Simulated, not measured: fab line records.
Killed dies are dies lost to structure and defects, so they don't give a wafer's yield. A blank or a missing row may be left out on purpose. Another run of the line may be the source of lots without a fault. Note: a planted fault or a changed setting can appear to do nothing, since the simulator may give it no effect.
Which tool is to blame? | flow n5 finfet | 66 wafers from 22 lots sampled at 2 of the route's 1938 steps

## WHAT EACH GAUGE READ, for each wafer
N5_BEOL_M2_OVL_MEAS_12. Usual: M2_OVL typically reads 0.0 nm, with standard deviation 0.65.
lot  | measured     | on         | M2_OVL (nm)    | flag
L074 | day 6 15:58  | overlay-01 | -0.4 0.1 0.6   |
L076 | day 6 17:19  | overlay-01 | 1.3 0.6 1.8    |
L075 | day 7 00:27  | overlay-02 | 0.2 0.0 -0.9   |
L077 | day 7 08:10  | overlay-01 | 0.9 0.6 0.1    |
L078 | day 7 08:35  | overlay-01 | 0.6 0.3 0.2    |
L080 | day 8 08:42  | overlay-01 | -0.4 -0.3 -0.2 |
L081 | day 8 10:44  | overlay-02 | -0.6 -0.1 0.6  |
L082 | day 8 12:10  | overlay-02 | -1.8 0.6 -0.4  |
L083 | day 8 16:50  | overlay-02 | -0.2 -1.2 0.0  |
L085 | day 9 06:05  | overlay-02 | 0.2 -0.1 -0.6  |
L084 | day 9 09:02  | overlay-02 | 0.6 0.2 0.7    |
L087 | day 10 13:52 | overlay-02 | 0.8 0.0 -0.2   |
L086 | day 10 18:31 | overlay-02 | 0.5 -0.4 0.0   |
L089 | day 10 21:19 | overlay-02 | 0.0 -0.2 -1.2  |
L088 | day 10 23:52 | overlay-02 | 0.1 -0.8 -1.1  |
L090 | day 11 00:28 | overlay-01 | -0.6 -0.5 0.2  |
L093 | day 11 20:35 | overlay-02 | -1.9 -1.5 0.0  |
L091 | day 12 01:32 | overlay-02 | 0.0 -0.8 0.1   |
L094 | day 12 02:14 | overlay-02 | -0.2 0.1 0.5   |
L095 | day 12 04:37 | overlay-01 | -0.1 -0.2 0.2  |
L092 | day 12 05:22 | overlay-01 | 0.6 0.5 0.3    |
L097 | day 13 02:19 | overlay-01 | -0.1 0.2 0.3   |

## WHICH TOOL RAN EACH LOT (tool, then ch and the chambers of the sampled wafers, then the start)
lot  | N5_BEOL_M1_ANNEAL_95
L074 | pvd sputter-01, day 6 11:47
L076 | pvd sputter-01, day 6 14:47
L075 | pvd sputter-02, day 6 19:52
L077 | pvd sputter-03, day 7 03:02
L078 | pvd sputter-02, day 7 06:04
L080 | pvd sputter-02, day 8 06:17
L081 | pvd sputter-03, day 8 08:10
L082 | pvd sputter-02, day 8 09:44
L083 | pvd sputter-02, day 8 14:33
L085 | pvd sputter-03, day 9 03:39
L084 | pvd sputter-03, day 9 06:02
L087 | pvd sputter-01, day 10 11:24
L086 | pvd sputter-01, day 10 16:40
L089 | pvd sputter-01, day 10 19:08
L088 | pvd sputter-02, day 10 21:32
L090 | pvd sputter-01, day 10 22:29
L093 | pvd sputter-03, day 11 18:26
L091 | pvd sputter-01, day 11 23:14
L094 | pvd sputter-03, day 12 00:04
L095 | pvd sputter-01, day 12 01:27
L092 | pvd sputter-03, day 12 03:29
L097 | pvd sputter-03, day 13 00:09
- N5_BEOL_M1_ANNEAL_95: time 240 s.

## WHAT THE TOOLS THEMSELVES READ (means of the sampled wafers that have a number; where no wafer has one, the mark that the record gives instead)
N5_BEOL_M1_ANNEAL_95. Usual: heater power w at 834 W, with a standard deviation of 82.
lot  | tool           | heater power w (W) | flag
L074 | pvd sputter-01 | 885                |
L076 | pvd sputter-01 | 881                |
L075 | pvd sputter-02 | 816                |
L077 | pvd sputter-03 | 805                |
L078 | pvd sputter-02 | 837                |
L080 | pvd sputter-02 | 845                |
L081 | pvd sputter-03 | 789                |
L082 | pvd sputter-02 | 835                |
L083 | pvd sputter-02 | 845                |
L085 | pvd sputter-03 | 775                |
L084 | pvd sputter-03 | 844                |
L087 | pvd sputter-01 | 887                |
L086 | pvd sputter-01 | 872                |
L089 | pvd sputter-01 | 827                |
L088 | pvd sputter-02 | 851                |
L090 | pvd sputter-01 | 803                |
L093 | pvd sputter-03 | 899                |
L091 | pvd sputter-01 | 918                |
L094 | pvd sputter-03 | 756                |
L095 | pvd sputter-01 | 838                |
L092 | pvd sputter-03 | 792                |
L097 | pvd sputter-03 | 840                |

## THE ANSWER, worked out from the rows above alone
Rule: lot off if the mean of its wafers having a number is beyond 3 standard deviations from the usual mean. Also off: a lot with no number at a reading for which 4 or more lots have one. Any other lot the step has rows for is counted as sound. After the gauges, taken in route order, come the tools' own readings; for these a lot's mean is taken, as printed above. At the first step where some lot is off, the reading lying furthest off is the one used; lots without a number count as furthest.
Nothing can be told from this: no lot is off at any reading shown.

## WHAT HAD BEEN PUT IN BY THE SIMULATOR
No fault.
